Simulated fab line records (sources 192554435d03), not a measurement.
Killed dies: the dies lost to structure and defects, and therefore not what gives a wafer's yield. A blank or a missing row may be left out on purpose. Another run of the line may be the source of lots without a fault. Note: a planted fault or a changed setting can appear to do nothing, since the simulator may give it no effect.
fab line records	flow n5_finfet
record: lots: 7	wafers: 21	last_day: 19
route steps=1938 shown GATE_CUT@472
lots with no fault: from the same line, run without faults
start_h: the number of hours between the record's first day and the start of the first shown wafer of the lot	wait_h: hours since the lot's step before	" repeats the value in the row above	L1.1+2: a single row standing in for several wafers	- either no value or no given start	* or withheld: withheld	< > ~ a bound
route shown NAME@n: names a module that has steps shown in the file, with the first one's number in the route	usual: mean/standard deviation of fault-free wafers	same: alike in all rows	chamber/n: place in a boat	sites: per-site readings	_std_site: standard deviation of those values	_edge_site: mean of outer sites minus mean of inner sites	radius_mm: how far each site lies from the wafer's centre	mask NAME#n: copy n	behind: tool/chamber where the wafer was last shaped	hold: reason for holding the lot/hours on hold/outcome of the hold	device: whichever transistor did not switch (one of n, p or np)	end of line: the same wafers' tests at the end of the route	a step given without rows: its recipe and nothing more	killed: count of dies lost to structure and defects at first sort (not the wafer's yield)	map: a wafer's dies, marking killed ones x, the rest . and places with no die _
set.NAME: setting as actually run; set.NAME@STEP: the setting as run at that earlier step	model.NAME: the simulator's own value behind a step, which no gauge read
certain route steps with their lots: each step a table, each wafer a row
services: a tool's chamber out of use, with start hour (start_h, from the record's first day; less than 0 if before it), hours out, and reason
== steps ==
step: N5_GATE_CUT_SRD_32
recipe: time_s: 30	temp_c: 23	rinse_liquid: diw	dry: ipa_marangoni
step: N5_GATE_CUT_SAC_CAP_01
recipe: material: SiNx	target_thk_a: 240	temp_c: 400	ald_precursor_family: SiH2I2	ald_co_reactant: N2/H2-plasma	pulse_time_s: 1	ald_cycles: 480	purge_time_s: 2	co_reactant_purge_time_s: 2	pressure_torr: 2
usual: heater_power_outer_w: 487/65	heater_power_w: 794/92	precursor_pulse_height_rel: 1.000/0.021
same: pulse_time_s: 1
lot.wafer	tool	chamber	start_h	wait_h	heater_power_outer_w	heater_power_w	precursor_pulse_height_rel
L117.2	ald_sin-03	2	142.48	0.0	532	803	1.009
L117.3	"	1	"	"	634	997	0.990
L117.5	"	3	143.57	1.1	433	760	0.983
L121.1	ald_sin-04	0	166.38	0.0	415	729	1.021
L121.3	"	2	"	"	524	792	1.015
L121.4	"	3	"	"	579	973	1.023
L122.1	ald_sin-04	1	170.17	0.0	444	753	1.038
L122.3	"	2	"	"	555	795	0.998
L122.6	"	0	171.26	1.1	408	737	0.965
L125.1	ald_sin-04	0	193.99	0.3	400	728	0.978
L125.2	"	1	"	"	451	773	0.975
L125.3	"	3	"	"	586	980	0.995
L126.3	ald_sin-02	2	196.70	0.5	431	724	1.001
L126.5	"	1	197.78	1.6	469	777	1.012
L126.6	"	0	"	"	435	686	0.966
L127.4	ald_sin-03	3	203.88	0.0	423	739	0.985
L127.5	"	1	204.96	1.1	628	983	0.989
L127.6	"	0	"	"	531	809	0.985
L130.2	ald_sin-03	0	223.00	0.5	522	832	1.009
L130.3	"	1	"	"	633	990	0.990
L130.4	"	3	"	"	425	739	0.991
step: N5_GATE_CUT_PECVD_57
recipe: material: SiNx	target_thk_a: 210	temp_c: 400	precursor: SiH4/NH3/N2	pressure_torr: 1.5	rf_w: 300
step: N5_GATE_CUT_CMP_02
recipe: stop_on: SiO2	t_overpolish_s: 12.7	post_cmp_clean: alkaline_brush	down_force_psi: 2.5	platen_rpm: 51.8	pad_velocity_m_s: 1.0307	target_thk_nm: 0
step: N5_GATE_CUT_HM_DEP_46
recipe: material: SiO2	target_thk_a: 1300	temp_c: 400	precursor: TEOS/O2	pressure_torr: 6.5	rf_w: 900	teos_flow_sccm: 161.4	gas: O2	flow_sccm: 2650	time_s: 26.6
usual: heater_power_outer_w: 305/54	heater_power_w: 552/89	rf_fwd_power_W: 890/4.7	showerhead_plenum_p_Torr: 8.34/0.035	throttle_valve_pct: 18.5/0.89
lot.wafer	tool	chamber	start_h	wait_h	heater_power_outer_w	heater_power_w	rf_fwd_power_W	showerhead_plenum_p_Torr	throttle_valve_pct
L117.2	pecvd-01	2	145.08	0.0	236	437	890	8.35	17.0
L117.3	"	1	"	"	296	506	896	8.35	19.2
L117.5	"	1	"	"	301	518	895	8.36	19.0
L121.1	pecvd-04	1	168.97	0.0	354	569	887	8.38	19.3
L121.3	"	2	"	"	278	521	886	8.36	18.2
L121.4	"	1	"	"	361	578	886	8.40	19.4
L122.1	pecvd-04	0	172.90	0.0	232	458	879	8.30	18.8
L122.3	"	2	"	"	272	525	890	8.35	18.6
L122.6	"	2	"	"	278	516	887	8.38	18.5
L125.1	pecvd-04	0	196.61	0.0	254	480	888	8.30	18.9
L125.2	"	1	"	"	313	525	887	8.41	19.1
L125.3	"	2	"	"	259	485	885	8.36	18.6
L126.3	pecvd-04	2	199.29	0.0	284	529	888	8.36	18.4
L126.5	"	1	"	"	348	561	887	8.37	19.5
L126.6	"	0	"	"	240	467	884	8.31	18.9
L127.4	pecvd-02	2	206.50	0.1	381	659	892	8.29	17.4
L127.5	"	1	"	"	373	702	897	8.35	18.2
L127.6	"	0	"	"	326	580	892	8.34	19.9
L130.2	pecvd-02	1	225.60	0.0	321	678	893	8.37	18.0
L130.3	"	0	"	"	323	573	888	8.33	19.9
L130.4	"	2	"	"	408	690	894	8.32	17.2
step: N5_GATE_CUT_COAT_34
recipe: resist: SOC	temp_c: 250	time_s: 60	spin_rpm: 1500	resist_thk_nm: 60
step: N5_GATE_CUT_COAT_35
recipe: resist: SiARC	temp_c: 220	time_s: 60	spin_rpm: 1500	resist_thk_nm: 10
step: N5_GATE_CUT_COAT_27
recipe: resist: underlayer	temp_c: 205	time_s: 60	spin_rpm: 1500	resist_thk_nm: 10
step: N5_GATE_CUT_COAT_07
recipe: resist: CAR-EUV	spin_rpm: 1500	resist_thk_nm: 30
step: N5_GATE_CUT_EBR_09
recipe: solvent: PGMEA	ebr_width_mm: 1.5
step: N5_GATE_CUT_SOFTBAKE_08
recipe: temp_c: 110	time_s: 60	resist: CAR-EUV
step: N5_GATE_CUT_EXPOSE_10
recipe: mask_id: GATE_CUT	na: 0.33	source_shape: annular	sigma_inner: 0.35	sigma_outer: 0.8	polarization: unpolarized	target_cd_nm: 20	dose_mj: 43.25
usual: exposure_dose_mJ_cm2: 43.15/0.052
lot.wafer	tool	chamber	start_h	wait_h	mask	exposure_dose_mJ_cm2
L117.2	euv_scanner-02	0	145.29	-	GATE_CUT#0	43.10
L117.3	"	0	"	"	GATE_CUT#0	43.15
L117.5	"	0	"	"	GATE_CUT#0	43.15
L121.1	euv_scanner-01	0	169.18	-	GATE_CUT#0	43.10
L121.3	"	0	"	"	GATE_CUT#0	43.13
L121.4	"	0	"	"	GATE_CUT#0	43.20
L122.1	euv_scanner-02	0	173.22	-	GATE_CUT#0	43.18
L122.3	"	0	"	"	GATE_CUT#0	43.11
L122.6	"	0	"	"	GATE_CUT#0	43.08
L125.1	euv_scanner-01	0	196.82	-	GATE_CUT#0	45.02
L125.2	"	0	"	"	GATE_CUT#0	45.04
L125.3	"	0	"	"	GATE_CUT#0	45.03
L126.3	euv_scanner-01	0	199.51	-	GATE_CUT#0	44.58
L126.5	"	0	"	"	GATE_CUT#0	44.60
L126.6	"	0	"	"	GATE_CUT#0	44.64
L127.4	euv_scanner-01	0	206.70	-	GATE_CUT#0	44.34
L127.5	"	0	"	"	GATE_CUT#0	44.34
L127.6	"	0	"	"	GATE_CUT#0	44.36
L130.2	euv_scanner-02	0	225.93	-	GATE_CUT#0	43.09
L130.3	"	0	"	"	GATE_CUT#0	43.12
L130.4	"	0	"	"	GATE_CUT#0	43.14
step: N5_GATE_CUT_PEB_11
recipe: peb_temp_c: 100	peb_time_s: 60	resist: CAR-EUV
step: N5_GATE_CUT_DEVELOP_12
recipe: develop_time_s: 30	developer: TMAH	resist: CAR-EUV	rinse_liquid: surfactant_rinse	dry: air_spin	dev_temp_c: 23
step: N5_GATE_CUT_CD_MEAS_13
recipe: target_cd_nm: 20	landing_energy_ev: 500	detector: se_inlens
usual: cd_nm: 20.02/0.25
lot.wafer	tool	chamber	start_h	wait_h	cd_nm
L117.2	cd_sem-03	0	145.42	-	20.37
L117.3	"	0	"	"	20.15
L117.5	"	0	"	"	20.00
L121.1	cd_sem-03	0	169.31	-	19.96
L121.3	"	0	"	"	19.76
L121.4	"	0	"	"	19.89
L122.1	cd_sem-02	0	173.36	-	20.37
L122.3	"	0	"	"	20.12
L122.6	"	0	"	"	20.21
L125.1	cd_sem-02	0	196.95	-	20.64
L125.2	"	0	"	"	20.52
L125.3	"	0	"	"	20.83
L126.3	cd_sem-03	0	199.63	-	20.62
L126.5	"	0	"	"	20.45
L126.6	"	0	"	"	20.55
L127.4	cd_sem-03	0	206.82	-	20.37
L127.5	"	0	"	"	20.34
L127.6	"	0	"	"	20.88
L130.2	cd_sem-03	0	226.06	-	20.23
L130.3	"	0	"	"	19.88
L130.4	"	0	"	"	20.01
step: N5_GATE_CUT_OVL_MEAS_14
recipe: points_per_wafer: 522
usual: GATE_CUT_OVL: 0.1/0.55
lot.wafer	tool	chamber	start_h	wait_h	GATE_CUT_OVL[nm]
L117.2	overlay-01	0	145.45	0.0	0.7
L117.3	"	0	"	"	-0.2
L117.5	"	0	"	"	0.8
L121.1	overlay-01	0	169.34	0.0	0.8
L121.3	"	0	"	"	-0.9
L121.4	"	0	"	"	0.1
L122.1	overlay-02	0	173.39	0.0	0.1
L122.3	"	0	"	"	-0.9
L122.6	"	0	"	"	0.0
L125.1	overlay-02	0	196.98	0.0	0.3
L125.2	"	0	"	"	0.3
L125.3	"	0	"	"	0.5
L126.3	overlay-01	0	199.67	0.0	0.5
L126.5	"	0	"	"	0.2
L126.6	"	0	"	"	0.9
L127.4	overlay-02	0	206.86	0.0	0.5
L127.5	"	0	"	"	0.7
L127.6	"	0	"	"	0.7
L130.2	overlay-02	0	226.10	0.0	-0.6
L130.3	"	0	"	"	-0.3
L130.4	"	0	"	"	-0.1
step: N5_GATE_CUT_INSPECT_15
recipe: mode: adi	inspect_instrument: brightfield
usual: raw_defect_count: 124/42
lot.wafer	tool	chamber	start_h	wait_h	raw_defect_count
L117.2	defect_inspect-01	-	145.51	0.0	146
L117.3	"	-	"	"	99
L117.5	"	-	"	"	51
L121.1	defect_inspect-01	-	169.41	0.1	174
L121.3	"	-	"	"	134
L121.4	"	-	"	"	120
L122.1	defect_inspect-01	-	173.45	0.1	121
L122.3	"	-	"	"	71
L122.6	"	-	"	"	78
L125.1	defect_inspect-01	-	197.04	0.1	226
L125.2	"	-	"	"	161
L125.3	"	-	"	"	172
L126.3	defect_inspect-01	-	199.72	0.0	102
L126.5	"	-	"	"	158
L126.6	"	-	"	"	143
L127.4	defect_inspect-01	-	206.91	0.0	139
L127.5	"	-	"	"	141
L127.6	"	-	"	"	187
L130.2	defect_inspect-01	-	226.15	0.0	181
L130.3	"	-	"	"	108
L130.4	"	-	"	"	148
step: N5_GATE_CUT_DESCUM_18
recipe: chemistry: O2	time_s: 7	source_power_w: 50	bias_power_w: 20	pressure_mtorr: 20	rf_frequency_hz: 2.712e+07	temp_c: 40	resist: CAR-EUV	o2_flow_sccm: 225
usual: drypump_motor_current_A: 5.6/0.35	oes_product_au: 0.78/0.081	rf_fwd_power_W: 49.38/0.26	rf_vpp_V: 243.3/1.4	showerhead_plenum_p_Torr: 2.11/0.076	throttle_valve_pct: 20.63/0.23
lot.wafer	tool	chamber	start_h	wait_h	drypump_motor_current_A	oes_product_au	rf_fwd_power_W	rf_hours_counter_h	rf_vpp_V	showerhead_plenum_p_Torr	throttle_valve_pct	model.GATE_CUT.cd_nm
L117.2	rie_diel-01	3	145.54	0.0	6.4	0.74	49.43	172	241.0	1.99	20.43	20
L117.3	"	0	"	"	5.8	0.73	49.46	176	243.8	2.10	20.78	20.2
L117.5	"	3	"	"	6.4	0.74	49.67	-	241.1	1.99	20.43	20
L121.1	rie_diel-02	0	169.44	0.0	5.8	0.86	49.64	51	241.3	2.05	20.07	20
L121.3	"	1	"	"	5.6	0.73	49.61	184	243.5	2.17	20.70	19.8
L121.4	"	3	"	"	5.0	0.96	49.02	17	246.5	2.25	20.60	20.2
L122.1	rie_diel-02	2	173.48	0.0	5.6	0.72	49.62	194	244.3	2.05	20.60	19.8
L122.3	"	3	"	"	5.0	0.94	49.30	18	247.1	2.25	20.61	20
L122.6	"	2	"	"	5.6	0.72	49.52	-	242.2	2.05	20.60	20
L125.1	rie_diel-03	0	197.07	0.0	5.4	0.74	49.63	185	242.8	2.10	20.61	21
L125.2	"	1	"	"	5.9	0.95	49.18	5	245.0	2.22	20.47	21
L125.3	"	2	"	"	5.3	0.75	48.99	151	242.3	2.09	20.79	20.8
L126.3	rie_diel-03	0	199.75	0.0	5.4	0.74	49.66	185	243.0	2.10	20.62	20.4
L126.5	"	1	"	"	5.9	0.94	49.16	-	244.7	2.22	20.48	20.6
L126.6	"	2	"	"	5.3	0.75	49.01	-	243.4	2.09	20.79	20.8
L127.4	rie_diel-03	1	207.50	0.6	5.9	0.94	49.35	8	244.9	2.22	20.48	20.6
L127.5	"	1	"	"	6.0	0.92	49.16	-	245.9	2.22	20.48	20.6
L127.6	"	0	"	"	5.4	0.73	49.41	-	242.8	2.10	20.61	20.8
L130.2	rie_diel-02	0	226.18	0.0	5.7	0.85	49.46	64	243.5	2.05	20.10	20.2
L130.3	"	1	"	"	5.6	0.73	49.60	197	244.0	2.17	20.70	19.8
L130.4	"	3	"	"	5.0	0.92	49.11	30	244.1	2.25	20.64	20.2
step: N5_GATE_CUT_ETCH_28
recipe: chemistry: N2/H2	target: underlayer	target_depth_a: 130	mask_material: CAR-EUV	time_s: 10.4	ion_energy_ev: 200	pressure_mtorr: 30	source_w: 840	bias_w: 150	n2_flow_sccm: 200	h2_flow_sccm: 200	ends: cleared
step: N5_GATE_CUT_ETCH_36
recipe: chemistry: CF4	target: SiARC	target_depth_a: 130	mask_material: CAR-EUV	time_s: 21.7	ion_energy_ev: 80	pressure_mtorr: 40	source_w: 545	bias_w: 36	Ar_flow_sccm: 100	cf4_flow_sccm: 100	ends: cleared
usual: drypump_motor_current_A: 5.6/0.35	etch_rf_on_time_s: 21.6/0.43	oes_product_au: 0.67/0.07	rf_fwd_power_W: 531.7/1.8	rf_vpp_V: 184.3/1.2	showerhead_plenum_p_Torr: 2.15/0.071	throttle_valve_pct: 15.78/0.22
lot.wafer	tool	chamber	start_h	wait_h	drypump_motor_current_A	etch_rf_on_time_s	oes_product_au	rf_fwd_power_W	rf_hours_counter_h	rf_vpp_V	showerhead_plenum_p_Torr	throttle_valve_pct
L117.2	rie_diel-01	3	145.59	0.0	6.4	21.3	0.63	534.8	172	182.8	2.05	15.70
L117.3	"	0	"	"	5.7	21.6	0.62	530.1	177	182.6	2.14	15.85
L117.5	"	3	"	"	6.4	21.3	0.64	535.4	-	183.8	2.05	15.69
L121.1	rie_diel-02	0	169.50	0.0	5.8	21.7	0.74	532.3	51	183.2	2.10	15.28
L121.3	"	1	"	"	5.6	22.5	0.61	533.7	184	185.8	2.21	15.80
L121.4	"	3	"	"	5.0	21.3	0.82	531.3	17	186.1	2.29	15.68
L122.1	rie_diel-02	2	173.53	0.0	5.6	20.9	0.62	534.0	194	182.5	2.14	15.97
L122.3	"	3	"	"	5.0	21.4	0.81	529.2	18	185.5	2.29	15.69
L122.6	"	2	"	"	5.6	20.9	0.62	531.2	-	184.6	2.14	15.97
L125.1	rie_diel-03	0	197.13	0.0	5.4	21.6	0.63	533.9	185	183.4	2.13	15.70
L125.2	"	1	"	"	5.9	20.9	0.81	531.0	5	185.6	2.26	15.54
L125.3	"	2	"	"	5.3	21.5	0.65	530.9	151	184.3	2.13	15.91
L126.3	rie_diel-03	0	199.81	0.0	5.4	21.3	0.64	534.6	185	182.9	2.13	15.72
L126.5	"	1	"	"	5.9	20.8	0.81	532.1	-	186.7	2.26	15.54
L126.6	"	2	"	"	5.3	21.3	0.65	529.0	-	184.0	2.13	15.90
L127.4	rie_diel-03	1	207.56	0.0	5.9	21.1	0.80	534.7	8	185.7	2.26	15.56
L127.5	"	1	"	"	5.9	21.0	0.81	533.0	-	185.7	2.26	15.56
L127.6	"	0	"	"	5.4	21.7	0.63	530.7	-	185.0	2.13	15.71
L130.2	rie_diel-02	0	226.24	0.0	5.8	21.9	0.72	532.5	64	183.4	2.10	15.30
L130.3	"	1	"	"	5.6	22.5	0.61	530.4	197	183.9	2.21	15.84
L130.4	"	3	"	"	5.0	21.2	0.80	527.1	30	186.4	2.28	15.73
step: N5_GATE_CUT_ETCH_37
recipe: chemistry: N2/H2	target: SOC	target_depth_a: 600	overetch_a: 120	mask_material: SiARC	temp_c: 40	time_s: 90	ion_energy_ev: 200	pressure_mtorr: 30	source_w: 840	bias_w: 150	n2_flow_sccm: 200	h2_flow_sccm: 200
usual: drypump_motor_current_A: 5.6/0.35	oes_product_au: 0.70/0.071	rf_fwd_power_W: 834/3.2	rf_vpp_V: 524.2/2.7	showerhead_plenum_p_Torr: 2.55/0.088	throttle_valve_pct: 18.02/0.22
lot.wafer	tool	chamber	start_h	wait_h	drypump_motor_current_A	oes_product_au	rf_fwd_power_W	rf_hours_counter_h	rf_vpp_V	showerhead_plenum_p_Torr	throttle_valve_pct
L117.2	rie_diel-01	3	145.62	0.0	6.5	0.65	839	172	519.1	2.44	18.00
L117.3	"	0	"	"	5.7	0.65	836	177	523.4	2.55	18.13
L117.5	"	3	"	"	6.4	0.65	840	-	522.2	2.44	18.01
L121.1	rie_diel-02	0	169.52	0.0	5.8	0.78	837	51	522.0	2.49	17.46
L121.3	"	1	"	"	5.6	0.65	833	184	525.9	2.64	18.11
L121.4	"	3	"	"	5.1	0.85	830	17	528.9	2.70	17.79
L122.1	rie_diel-02	2	173.56	0.0	5.6	0.65	835	194	523.3	2.52	18.14
L122.3	"	3	"	"	5.1	0.84	834	18	528.0	2.70	17.80
L122.6	"	2	"	"	5.6	0.64	835	-	523.4	2.52	18.12
L125.1	rie_diel-03	0	197.15	0.0	5.4	0.66	837	185	522.5	2.54	18.11
L125.2	"	1	"	"	5.9	0.84	835	5	528.9	2.71	17.93
L125.3	"	2	"	"	5.3	0.67	830	151	523.7	2.53	18.00
L126.3	rie_diel-03	0	199.84	0.0	5.4	0.66	835	185	524.2	2.54	18.11
L126.5	"	1	"	"	5.9	0.84	833	-	528.1	2.71	17.92
L126.6	"	2	"	"	5.3	0.67	828	-	523.6	2.53	18.00
L127.4	rie_diel-03	1	207.58	0.0	6.0	0.83	836	8	528.2	2.71	17.94
L127.5	"	1	"	"	6.0	0.83	838	-	528.3	2.71	17.94
L127.6	"	0	"	"	5.5	0.66	833	-	524.2	2.54	18.12
L130.2	rie_diel-02	0	226.26	0.0	5.8	0.75	831	64	521.3	2.49	17.51
L130.3	"	1	"	"	5.6	0.65	830	197	527.0	2.64	18.14
L130.4	"	3	"	"	5.1	0.82	835	30	528.4	2.70	17.80
step: N5_GATE_CUT_STRIP_38
recipe: chemistry: N2/H2	temp_c: 40	n2_flow_sccm: 200	h2_flow_sccm: 200	rf_frequency_hz: 6e+07
step: N5_GATE_CUT_STRIP_39
recipe: chemistry: N2/H2	temp_c: 40	n2_flow_sccm: 200	h2_flow_sccm: 200	rf_frequency_hz: 6e+07
step: N5_GATE_CUT_HM_OPEN_40
recipe: chemistry: C4F6/O2	target: SiO2	mask_material: SiARC	target_depth_a: 1390	time_s: 85.1	ion_energy_ev: 250	pressure_mtorr: 30	source_w: 345	bias_w: 185	Ar_flow_sccm: 300	C4F6_flow_sccm: 10	O2_flow_sccm: 10	ends: cleared
step: N5_GATE_CUT_STRIP_41
recipe: chemistry: CF4	resist: SiARC	power_w: 300	bias_power_w: 75	pressure_mtorr: 50	cf4_flow_sccm: 150	rf_frequency_hz: 6e+07
step: N5_GATE_CUT_STRIP_42
recipe: chemistry: O2	power_w: 400	temp_c: 40	pressure_mtorr: 30	rf_frequency_hz: 6e+07	bias_power_w: 0	overash_fraction: 0.3	o2_flow_sccm: 225
step: N5_GATE_CUT_ETCH_19
recipe: chemistry: CH3F/O2	target: SiNx	mask_material: SiO2	target_depth_a: 537	time_s: 76.7	pressure_mtorr: 30	source_w: 395	bias_w: 73	Ar_flow_sccm: 150	CH3F_flow_sccm: 30	O2_flow_sccm: 20	ion_energy_ev: 120	ends: cleared
step: N5_GATE_CUT_CUT_ETCH_53
recipe: chemistry: SF6/Cl2	target: W	mask_material: SiO2	target_depth_a: 792	pressure_mtorr: 8	icp_w: 900	bias_w: 80	SF6_flow_sccm: 40	Cl2_flow_sccm: 60	ends: cleared
step: N5_GATE_CUT_CUT_ETCH_54
recipe: chemistry: Cl2/BCl3	target: TiN	mask_material: SiO2	target_depth_a: 967	pressure_mtorr: 10	icp_w: 1000	bias_w: 126	Cl2_flow_sccm: 53.25	bcl3_flow_sccm: 21.75	Ar_flow_sccm: 25	ends: cleared
step: N5_GATE_CUT_CUT_ETCH_55
recipe: chemistry: BCl3	target: HfO2	mask_material: SiO2	target_depth_a: 32	ion_energy_ev: 30	pressure_mtorr: 5	icp_w: 450	bias_w: 18	bcl3_flow_sccm: 80
usual: drypump_motor_current_A: 5.7/0.48	oes_product_au: 0.77/0.12	rf_fwd_power_W: 441.2/2.3	throttle_valve_pct: 33.2/0.31
lot.wafer	tool	chamber	start_h	wait_h	drypump_motor_current_A	oes_product_au	rf_fwd_power_W	rf_hours_counter_h	throttle_valve_pct
L117.2	rie_metal-03	1	146.05	0.0	5.5	0.91	443.1	10	32.7
L117.3	"	1	"	"	5.5	0.93	442.4	-	32.7
L117.5	"	0	"	"	6.4	0.88	440.1	-	33.4
L121.1	rie_metal-02	1	169.95	0.0	5.7	0.78	441.0	40	32.7
L121.3	"	0	"	"	5.4	0.85	437.2	-	33.2
L121.4	"	1	"	"	5.8	0.77	438.4	-	32.8
L122.1	rie_metal-03	0	173.99	0.0	6.4	0.84	442.8	23	33.4
L122.3	"	0	"	"	6.4	0.86	443.8	-	33.4
L122.6	"	1	"	"	5.5	0.90	439.9	-	32.7
L125.1	rie_metal-01	0	197.58	0.0	6.1	0.62	442.7	116	33.4
L125.2	"	1	"	"	4.9	0.62	441.3	116	33.5
L125.3	"	1	"	"	4.9	0.62	440.7	-	33.5
L126.3	rie_metal-03	1	200.28	0.0	5.5	0.89	441.7	-	32.7
L126.5	"	0	"	"	6.4	0.84	441.7	-	33.4
L126.6	"	1	"	"	5.5	0.89	440.3	-	32.7
L127.4	rie_metal-01	0	208.03	0.0	6.1	0.62	443.5	-	33.4
L127.5	"	0	"	"	6.1	0.61	441.8	-	33.4
L127.6	"	1	"	"	4.9	0.61	441.2	-	33.6
L130.2	rie_metal-01	0	226.70	0.0	6.1	0.61	442.6	118	33.3
L130.3	"	0	"	"	6.1	0.61	443.1	-	33.3
L130.4	"	1	"	"	4.9	0.61	443.2	-	33.6
step: N5_GATE_CUT_ETCH_47
recipe: chemistry: Cl2/BCl3	target: SiO2	target_depth_a: 100	pressure_mtorr: 10	icp_w: 1000	bias_w: 126	Cl2_flow_sccm: 53.25	bcl3_flow_sccm: 21.75	Ar_flow_sccm: 25
usual: drypump_motor_current_A: 5.7/0.48	oes_product_au: 0.76/0.12	rf_fwd_power_W: 980/4.7	throttle_valve_pct: 22.78/0.22
lot.wafer	tool	chamber	start_h	wait_h	drypump_motor_current_A	oes_product_au	rf_fwd_power_W	rf_hours_counter_h	throttle_valve_pct	model.GATE_CUT.cd_nm
L117.2	rie_metal-03	1	146.08	0.0	5.5	0.92	979	10	22.54	20.4
L117.3	"	1	"	"	5.5	0.92	980	-	22.53	20.4
L117.5	"	0	"	"	6.4	0.86	982	-	22.87	20
L121.1	rie_metal-02	1	169.98	0.0	5.8	0.77	973	40	22.43	21.2
L121.3	"	0	"	"	5.4	0.85	971	-	22.82	19.6
L121.4	"	1	"	"	5.8	0.77	973	-	22.41	20.8
L122.1	rie_metal-03	0	174.02	0.0	6.4	0.85	981	23	22.88	20.2
L122.3	"	0	"	"	6.4	0.84	980	-	22.86	20.2
L122.6	"	1	"	"	5.5	0.91	982	-	22.54	20.4
L125.1	rie_metal-01	0	197.61	0.0	6.1	0.62	987	116	22.93	20.8
L125.2	"	1	"	"	4.9	0.61	985	116	23.04	21.2
L125.3	"	1	"	"	4.9	0.62	984	-	23.05	21.2
L126.3	rie_metal-03	1	200.31	0.0	5.5	0.88	976	-	22.57	20.6
L126.5	"	0	"	"	6.4	0.84	980	-	22.89	21.2
L126.6	"	1	"	"	5.5	0.87	974	-	22.55	20.8
L127.4	rie_metal-01	0	208.06	0.0	6.1	0.62	987	-	22.92	20.2
L127.5	"	0	"	"	6.1	0.62	982	-	22.93	20.8
L127.6	"	1	"	"	4.9	0.61	984	-	23.04	21.2
L130.2	rie_metal-01	0	226.73	0.0	6.1	0.61	982	118	22.92	19.8
L130.3	"	0	"	"	6.1	0.61	983	-	22.94	19.6
L130.4	"	1	"	"	4.9	0.61	980	-	23.04	20.6
step: N5_GATE_CUT_VAPOR_ETCH_48
recipe: chemistry: BCl3/Cl2	target: TiN	mode: isotropic
== services ==
tool	chamber	start_h	hours	kind
ald_sin-04	-	118.54	6.1	pm
rie_metal-03	-	119.08	2.8	pm
euv_scanner-02	-	122.82	1.8	repair
rie_diel-03	1	123.37	2.8	repair
ald_sin-03	-	126.49	14.6	pm
rie_diel-01	1	129.06	5.2	repair
euv_scanner-02	-	146.46	1.0	pm
rie_diel-01	1	149.61	2.3	repair
rie_diel-01	2	150.61	2.8	repair
rie_diel-03	1	161.54	-	clean
rie_diel-03	1	161.54	-	consumable_replace:focus_ring
rie_diel-03	1	161.54	-	consumable_replace:showerhead
rie_diel-03	1	161.54	15.7	scheduled_down
pecvd-01	0	166.14	7.5	repair
ald_sin-02	3	171.92	2.8	repair
euv_scanner-01	-	172.58	1.0	pm
euv_scanner-02	-	173.62	2.0	repair
pecvd-01	-	175.72	2.8	pm
ald_sin-03	-	176.75	14.0	pm
euv_scanner-02	-	179.08	4.6	pm
ald_sin-03	-	190.75	6.0	pm
euv_scanner-02	-	202.62	1.0	pm
pecvd-01	-	216.05	2.1	repair
ald_sin-04	-	220.72	0.4	repair
== key ==
first_sign: step: N5_GATE_CUT_EXPOSE_10	reading: exposure_dose_mJ_cm2	direction: up	sigmas: 29	usual: 43.15	struck: 44.66
effect: step: N5_GATE_CUT_CD_MEAS_13	reading: cd_nm	direction: up	sigmas: 2.3	usual: 20.02	struck: 20.58	through: control_loop
model_effect: step: N5_GATE_CUT_DESCUM_18	value: GATE_CUT.cd_nm	without: 20	struck: 20.73
model_effect: step: N5_GATE_CUT_ETCH_47	value: GATE_CUT.cd_nm	without: 20.2	struck: 20.89
met_at N5_GATE_CUT_EXPOSE_10
struck_wafers L125.1,L125.2,L125.3,L126.3,L126.5,L126.6,L127.4,L127.5,L127.6
rows_end L125.1,L125.2,L125.3,L127.6
sort_left_out L126.3,L126.5,L126.6,L127.4,L127.5
tester_left_out L126,L127
loop_trim: step: N5_GATE_CUT_EXPOSE_10	setting: dose	lots: L126,L127
onset_between 169.18 196.82
fault: kind: process_parameter_drift	tool: euv_scanner-01	chamber: -	onset_h: 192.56	steps: N5_GATE_CUT_EXPOSE_10	channel: dose_mj	offset: 1.8081	shape: step	acts_in: these_recipes_only	stated: 43.25
tester_left_out: of these lots the tester's yield and bins aren't shown, on N5 and GAA mostly nor the transistor test; their killed dies are dies lost to structure and defects alone, not to doping, threshold or leakage, so they don't give the yield
sort_left_out: the simulated sort isn't trusted on such a fault, so these wafers' sort isn't shown, and their yield isn't known
rows_end: these wafers met a further fault down the route, and their rows from its step on are left out
loop_trim: a control loop set the setting to another value than it would have without faults
